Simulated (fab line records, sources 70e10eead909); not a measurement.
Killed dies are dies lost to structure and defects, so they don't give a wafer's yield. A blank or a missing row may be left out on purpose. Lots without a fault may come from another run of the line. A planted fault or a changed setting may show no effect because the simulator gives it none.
Tool commonality check | flow nand_harc | 13 lots, 39 wafers sampled

WHY IT WAS OPENED
At NHARC_A_ONON_D1_THK_MEAS_24 the reading thk_nm is flagged on 2 of 13 lots. Wafers without a fault read 999 nm, standard deviation 7.9.
Rule: a lot is flagged when every wafer of it that has a number lies more than 4 standard deviations from that mean, or none has a number. The other lots count as sound.

lot  | measured     | on            | thk_nm (nm), wafer by wafer | flag
L223 | day 8 01:19  | film_metro-02 | 999 998 998                 |
L225 | day 8 06:38  | film_metro-02 | 990 989 991                 |
L227 | day 9 02:01  | film_metro-01 | 1011 1011 1012              |
L228 | day 9 07:13  | film_metro-01 | 999 998 999                 |
L231 | day 9 21:02  | film_metro-02 | 998 998 997                 |
L229 | day 9 21:24  | film_metro-02 | 992 993 993                 |
L230 | day 10 09:00 | film_metro-02 | 992 991 991                 |
L236 | day 11 03:15 | film_metro-02 | 1505 1504 1505              | FLAGGED
L235 | day 11 03:23 | film_metro-02 | 1023 1022 1023              |
L234 | day 11 03:36 | film_metro-01 | 1508 1508 1510              | FLAGGED
L243 | day 12 17:34 | film_metro-01 | 998 996 995                 |
L242 | day 13 03:10 | film_metro-02 | 988 989 988                 |
L246 | day 13 16:57 | film_metro-02 | 990 989 990                 |
The numbers of the flagged lots are 1507 nm on average: +508 nm against the usual, or +64 standard deviations.

WHICH TOOL RAN EACH LOT
The record holds 4 process steps before the reading, out of a route of 1159 steps. In each cell: the tool, then ch and the chambers that the sampled wafers went through, then the start.
lot  | flag    | NHARC_P_M2_ETCH_15                            | NHARC_P_M2_ANNEAL_31             | NHARC_P_BONDPAD_DESCUM_11         | NHARC_A_ONON_D1_DEP_22
L223 |         | rie_diel-03 ch 2,3, day 6 07:04 or earlier    | rtp_anneal-01 ch 0, day 6 07:04  | rie_diel-04 ch 1,2, day 6 09:44   | pecvd_onon-02 ch 0, day 8 00:49
L225 |         | rie_diel-13 ch 1,2, day 6 16:28 or earlier    | rtp_anneal-01 ch 0, day 6 16:28  | rie_diel-12 ch 0,1, day 6 19:26   | pecvd_onon-01 ch 0, day 8 06:08
L227 |         | rie_diel-03 ch 2,3, day 7 08:44 or earlier    | rtp_anneal-01 ch 0, day 7 08:44  | rie_diel-12 ch 0,1,2, day 7 11:26 | pecvd_onon-01 ch 0, day 9 01:31
L228 |         | rie_diel-03 ch 1,2,3, day 7 14:43 or earlier  | rtp_anneal-01 ch 0, day 7 14:43  | rie_diel-07 ch 1,2,3, day 7 17:39 | pecvd_onon-04 ch 0, day 9 06:46
L231 |         | rie_diel-03 ch 0,1,3, day 8 02:59 or earlier  | rtp_anneal-01 ch 0, day 8 02:59  | rie_diel-04 ch 2,3, day 8 05:44   | pecvd_onon-01 ch 0, day 9 20:39
L229 |         | rie_diel-03 ch 0,3, day 7 21:59 or earlier    | rtp_anneal-02 ch 0, day 7 21:59  | rie_diel-04 ch 0,1, day 8 00:47   | pecvd_onon-02 ch 0, day 9 20:53
L230 |         | rie_diel-13 ch 0,3, day 8 10:42 or earlier    | rtp_anneal-02 ch 0, day 8 10:42  | rie_diel-04 ch 0,1,2, day 8 13:16 | pecvd_onon-01 ch 0, day 10 08:38
L236 | FLAGGED | rie_diel-03 ch 0,3, day 9 10:46 or earlier    | rtp_anneal-02 ch 0, day 9 10:46  | rie_diel-04 ch 0,1,3, day 9 13:35 | pecvd_onon-01 ch 0, day 11 02:44
L235 |         | rie_diel-13 ch 0,2,3, day 9 10:59 or earlier  | rtp_anneal-01 ch 0, day 9 10:59  | rie_diel-04 ch 0,2,3, day 9 13:43 | pecvd_onon-02 ch 0, day 11 02:56
L234 | FLAGGED | rie_diel-11 ch 0,2,3, day 9 09:43 or earlier  | rtp_anneal-01 ch 0, day 9 09:43  | rie_diel-07 ch 0,1,2, day 9 12:38 | pecvd_onon-01 ch 0, day 11 03:13
L243 |         | rie_diel-03 ch 0,1,3, day 11 00:16 or earlier | rtp_anneal-02 ch 0, day 11 00:16 | rie_diel-04 ch 2,3, day 11 02:59  | pecvd_onon-04 ch 0, day 12 17:03
L242 |         | rie_diel-03 ch 2,3, day 11 09:44 or earlier   | rtp_anneal-02 ch 0, day 11 09:44 | rie_diel-04 ch 1,2, day 11 12:22  | pecvd_onon-04 ch 0, day 13 02:50
L246 |         | rie_diel-03 ch 0,2,3, day 12 01:34 or earlier | rtp_anneal-02 ch 0, day 12 01:34 | rie_diel-04 ch 0,1, day 12 04:35  | pecvd_onon-01 ch 0, day 13 16:26
What these steps do:
- NHARC_P_M2_ETCH_15: etches the open film in C4F8/Ar, target depth 182.5 nm, time 91.2 s.
- NHARC_P_M2_ANNEAL_31: time 90 s.
- NHARC_P_BONDPAD_DESCUM_11: chemistry O2, time 3 s.
- NHARC_A_ONON_D1_DEP_22: target thk 1000 nm.
- NHARC_A_ONON_D1_THK_MEAS_24: measures by ellipsometry.

FLAGGED OVER TOTAL, TOOL BY TOOL (the gauges that took the reading come last)
step                        | tool          | lots run | flagged | share of the flagged lots | sound lots run after its first flagged lot
NHARC_P_M2_ETCH_15          | rie_diel-03   | 9        | 1       | some                      | 3 (L243,L242,L246)
NHARC_P_M2_ETCH_15          | rie_diel-11   | 1        | 1       | some                      | 0
NHARC_P_M2_ETCH_15          | rie_diel-13   | 3        | 0       | none                      | -
NHARC_P_M2_ANNEAL_31        | rtp_anneal-01 | 7        | 1       | some                      | 1 (L235)
NHARC_P_M2_ANNEAL_31        | rtp_anneal-02 | 6        | 1       | some                      | 3 (L243,L242,L246)
NHARC_P_BONDPAD_DESCUM_11   | rie_diel-04   | 9        | 1       | some                      | 4 (L235,L243,L242,L246)
NHARC_P_BONDPAD_DESCUM_11   | rie_diel-07   | 2        | 1       | some                      | 0
NHARC_P_BONDPAD_DESCUM_11   | rie_diel-12   | 2        | 0       | none                      | -
NHARC_A_ONON_D1_DEP_22      | pecvd_onon-01 | 7        | 2       | all                       | 1 (L246)
NHARC_A_ONON_D1_DEP_22      | pecvd_onon-02 | 3        | 0       | none                      | -
NHARC_A_ONON_D1_DEP_22      | pecvd_onon-04 | 3        | 0       | none                      | -
NHARC_A_ONON_D1_THK_MEAS_24 | film_metro-01 | 4        | 1       | some                      | 1 (L243)
NHARC_A_ONON_D1_THK_MEAS_24 | film_metro-02 | 9        | 1       | some                      | 3 (L235,L242,L246)
NHARC_P_M2_ETCH_15 gives no start for some lots, so the hours and the order of its lots are those of NHARC_P_M2_ANNEAL_31.

WHAT THE TABLE ALLOWS
1 row of the table ran every flagged lot: pecvd_onon-01 at NHARC_A_ONON_D1_DEP_22.
- pecvd_onon-01 at NHARC_A_ONON_D1_DEP_22: 2 of its 7 lots flagged. Sound lots ran on it after the first flagged one (L246), which a lasting fault on the whole tool wouldn't allow.
No row of the table ran every flagged lot and no sound lot after the first.

WHAT THE SIMULATOR HAD PUT IN
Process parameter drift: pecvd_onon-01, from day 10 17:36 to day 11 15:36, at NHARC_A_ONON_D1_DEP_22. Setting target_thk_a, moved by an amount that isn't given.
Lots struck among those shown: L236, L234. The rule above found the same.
